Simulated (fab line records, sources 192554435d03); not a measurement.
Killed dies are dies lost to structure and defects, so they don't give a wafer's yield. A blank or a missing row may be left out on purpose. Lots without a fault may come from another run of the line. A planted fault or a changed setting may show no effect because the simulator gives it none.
Chamber matching | flow n5_finfet | N5_MOL_CONTACT_COAG_ALD_123 on ald_sin-01: 4 sister chambers
The step deposits SiNx, target thk 5 nm, pulse time 1 s, purge time 2 s. 8 wafers are shown with their chamber, then 9 later ones without.

WAFERS WITH THEIR CHAMBER
wafer  | chamber | heater_power_w (W) | heater_power_outer_w (W)
L077.1 | 2       | 944                | 610
L079.5 | 2       | 953                | 618
L082.4 | 1       | 826                | 557
L084.1 | 3       | 759                | 480
L084.2 | 1       | 799                | 535
L085.2 | 3       | 753                | 476
L085.3 | 0       | 957                | 586
L085.6 | 0       | 962                | 600

WAFERS WITHOUT THEIR CHAMBER
wafer  | heater_power_w (W) | heater_power_outer_w (W)
L091.1 | 942                | 616
L091.4 | 972                | 601
L091.6 | 806                | 541
L095.1 | 970                | 580
L095.2 | 762                | 455
L095.4 | 954                | 616
L097.4 | 951                | 620
L097.5 | 1003               | 607
L097.6 | 748                | 461

WHICH CHAMBER EACH WENT THROUGH
wafer  | from the rows above     | in truth
L091.1 | 2                       | 2
L091.4 | can't be placed: 0 or 2 | 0
L091.6 | 1                       | 1
L095.1 | 0                       | 0
L095.2 | 3                       | 3
L095.4 | can't be placed: 2 or 0 | 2
L097.4 | 2                       | 2
L097.5 | can't be placed: 0 or 2 | 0
L097.6 | 3                       | 3
Placed correctly: 6 of 9. Can't be placed from these rows: 3 (the true chamber is among the candidates in 3). Placed wrongly: 0.
How it was worked out, from the rows above alone: a wafer's distance from a chamber is the root of the sum, over the readings, of the square of ((its reading less the chamber's mean) divided by the reading's scatter). The wafer belongs to the nearest chamber; if the next one is less than 2 further off, it can't be placed. A chamber's mean is the mean of its shown wafers. The scatter: the root of (the sum of the squares of (reading less its chamber's mean) over the shown wafers, divided by (wafers less chambers)).
